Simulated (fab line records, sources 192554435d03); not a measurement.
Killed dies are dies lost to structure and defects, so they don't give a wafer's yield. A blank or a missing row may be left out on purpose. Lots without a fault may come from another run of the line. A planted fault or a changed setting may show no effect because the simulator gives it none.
Problem report in the 8D (eight disciplines) form, filled by code | flow n5_finfet | the parts of the form that need people (team, actions taken, sign-off) are left out

1. THE PROBLEM
plate_temp_C at N5_BEOL_M5_COAT_74 reads a mean of 217.59 C on 9 wafers of 3 lots; wafers without a fault read 204.99 C with a standard deviation of 0.16. That is +79 standard deviations from the usual mean.
The step: time 60 s, resist thk 5 nm.
First seen on wafer L962.1, day 11 19:51, on litho_track-02. The record holds 29 wafers of 10 lots with a number at this step. Rule for "out", or "out of limits": more than 4 standard deviations from the usual mean. The other wafers with a number count as sound.

2. WHAT IT IS AND WHAT IT IS NOT
question                    | is                                 | is not
which readings at this step | plate_temp_C, heater_power_total_W | exhaust_pa
which lots                  | L962, L963, L964                   | L954, L955, L956, L959, L960, L965, L968
which wafers of those lots  | all that have a number             | -
read on which tools         | litho_track-02                     | litho_track-03, litho_track-05
when                        | from day 11 19:51                  | up to then (14 sound wafers); but 6 sound wafers of L965, L968 came after

3. SUSPECTS, AND WHAT RULES EACH OUT
Counting: a tool at a process step up to the reading stays a suspect if it ran every lot that is out and no sound lot after the first of them.
- litho_track-02 at N5_BEOL_M5_COAT_74 (time 60 s, resist thk 5 nm): kept. It ran every lot that is out, first L962 (day 11 19:51), and no sound lot after that; its last sound lot up to then is L959 (day 11 12:14). Its own readings are out on those wafers: heater_power_total_W, plate_temp_C.
Left after counting: litho_track-02 at N5_BEOL_M5_COAT_74.

4. THE CAUSE (what the simulator had put in)
Process parameter drift: litho_track-02, from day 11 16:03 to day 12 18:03, at N5_BEOL_M5_COAT_74. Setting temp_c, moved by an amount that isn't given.
Counting left only this tool.

5. THE CHAIN OF EFFECTS, in route order
Each row: a reading whose mean over the struck wafers that have a number lies more than 3 standard deviations from the usual. Only readings for which the record gives a usual standard deviation are gone through. hours: the time from each lot's start at the first step in this table that gives one to its start at this step, as a median over the lots. sigmas: the change in usual standard deviations.
hours | step               | reading              | usual    | on struck wafers | change | sigmas
0     | N5_BEOL_M5_COAT_74 | heater_power_total_W | 391.9 W  | 422.3            | +30.4  | +23
0     | N5_BEOL_M5_COAT_74 | plate_temp_C         | 204.99 C | 217.59           | +12.60 | +79
The process steps in it:
- N5_BEOL_M5_COAT_74: time 60 s, resist thk 5 nm.

6. WHAT WOULD HAVE CAUGHT IT SOONER
In this record the first reading out of limits was taken at day 11 19:51, 4 hours after the fault began at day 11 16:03.
